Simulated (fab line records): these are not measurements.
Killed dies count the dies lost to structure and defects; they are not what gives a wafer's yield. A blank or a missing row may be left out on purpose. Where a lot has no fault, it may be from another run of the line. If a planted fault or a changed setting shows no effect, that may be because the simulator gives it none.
Matching of chambers :: flow nand-harc :: 3 sister chambers for NHARC_A_STAIRCASE_DEP_301 on pecvd-01
The step deposits SiON, target thk 30 nm. 18 wafers are shown with their chamber, then 9 later ones without.

## EACH WAFER AND ITS CHAMBER
wafer: L078.2
chamber: 0
showerhead-vpp-V (V): 1136
heater-power-w (W): 733

wafer: L078.5
chamber: 0
showerhead-vpp-V (V): 1149
heater-power-w (W): 748

wafer: L078.6
chamber: 2
showerhead-vpp-V (V): 1140
heater-power-w (W): 811

wafer: L079.2
chamber: 2
showerhead-vpp-V (V): 1143
heater-power-w (W): 815

wafer: L079.3
chamber: 1
showerhead-vpp-V (V): 1217
heater-power-w (W): 646

wafer: L079.4
chamber: 0
showerhead-vpp-V (V): 1157
heater-power-w (W): 753

wafer: L083.1
chamber: 1
showerhead-vpp-V (V): 1210
heater-power-w (W): 668

wafer: L083.3
chamber: 1
showerhead-vpp-V (V): 1196
heater-power-w (W): 679

wafer: L083.5
chamber: 1
showerhead-vpp-V (V): 1213
heater-power-w (W): 685

wafer: L085.2
chamber: 1
showerhead-vpp-V (V): 1220
heater-power-w (W): 803

wafer: L085.3
chamber: 2
showerhead-vpp-V (V): 1155
heater-power-w (W): 764

wafer: L085.5
chamber: 2
showerhead-vpp-V (V): 1161
heater-power-w (W): 751

wafer: L089.1
chamber: 2
showerhead-vpp-V (V): 1135
heater-power-w (W): 832

wafer: L089.5
chamber: 0
showerhead-vpp-V (V): 1153
heater-power-w (W): 786

wafer: L089.6
chamber: 2
showerhead-vpp-V (V): 1147
heater-power-w (W): 835

wafer: L092.1
chamber: 0
showerhead-vpp-V (V): 1150
heater-power-w (W): 801

wafer: L092.3
chamber: 1
showerhead-vpp-V (V): 1204
heater-power-w (W): 700

wafer: L092.5
chamber: 1
showerhead-vpp-V (V): 1191
heater-power-w (W): 692

SIGNATURES (means of the wafers above)
reading: showerhead-vpp-V
chamber 0: 1149.00
chamber 1: 1207.29
chamber 2: 1146.83
scatter within a chamber: 9.72

reading: heater-power-w
chamber 0: 764.20
chamber 1: 696.14
chamber 2: 801.33
scatter within a chamber: 40.5
Rule: a wafer's distance from a chamber is the root of the sum, over the readings, of the square of ((its reading less the chamber's mean) divided by the reading's scatter). If the next closest chamber is less than 2 further off than the closest, the wafer can't be placed; otherwise it belongs to the closest. The scatter: the root of (the sum of the squares of (reading less its chamber's mean) over the shown wafers, divided by (wafers less chambers)).

## WAFERS WHOSE CHAMBER IS MISSING
wafer: L094.2
showerhead-vpp-V (V): 1144
heater-power-w (W): 735

wafer: L094.3
showerhead-vpp-V (V): 1151
heater-power-w (W): 799

wafer: L094.5
showerhead-vpp-V (V): 1136
heater-power-w (W): 737

wafer: L097.2
showerhead-vpp-V (V): 1139
heater-power-w (W): 818

wafer: L097.3
showerhead-vpp-V (V): 1163
heater-power-w (W): 790

wafer: L097.4
showerhead-vpp-V (V): 1144
heater-power-w (W): 807

wafer: L095.1
showerhead-vpp-V (V): 1179
heater-power-w (W): 693

wafer: L095.4
showerhead-vpp-V (V): 1147
heater-power-w (W): 711

wafer: L095.6
showerhead-vpp-V (V): 1133
heater-power-w (W): 752

## THE CHAMBER EACH PASSED THROUGH
wafer: L094.2
from the rows above: can't be placed: 0 or 2
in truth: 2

wafer: L094.3
from the rows above: can't be placed: 2 or 0
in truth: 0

wafer: L094.5
from the rows above: can't be placed: 0 or 2
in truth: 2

wafer: L097.2
from the rows above: can't be placed: 2 or 0
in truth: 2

wafer: L097.3
from the rows above: can't be placed: 0 or 2
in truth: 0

wafer: L097.4
from the rows above: can't be placed: 2 or 0
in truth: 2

wafer: L095.1
from the rows above: can't be placed: 1 or 0 or 2
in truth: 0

wafer: L095.4
from the rows above: can't be placed: 0 or 2
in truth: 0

wafer: L095.6
from the rows above: can't be placed: 0 or 2
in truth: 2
Correct placement for 0 of the 9. Not placeable from these rows: 9 (in 9, the candidates include the true chamber). 0 placed wrongly.
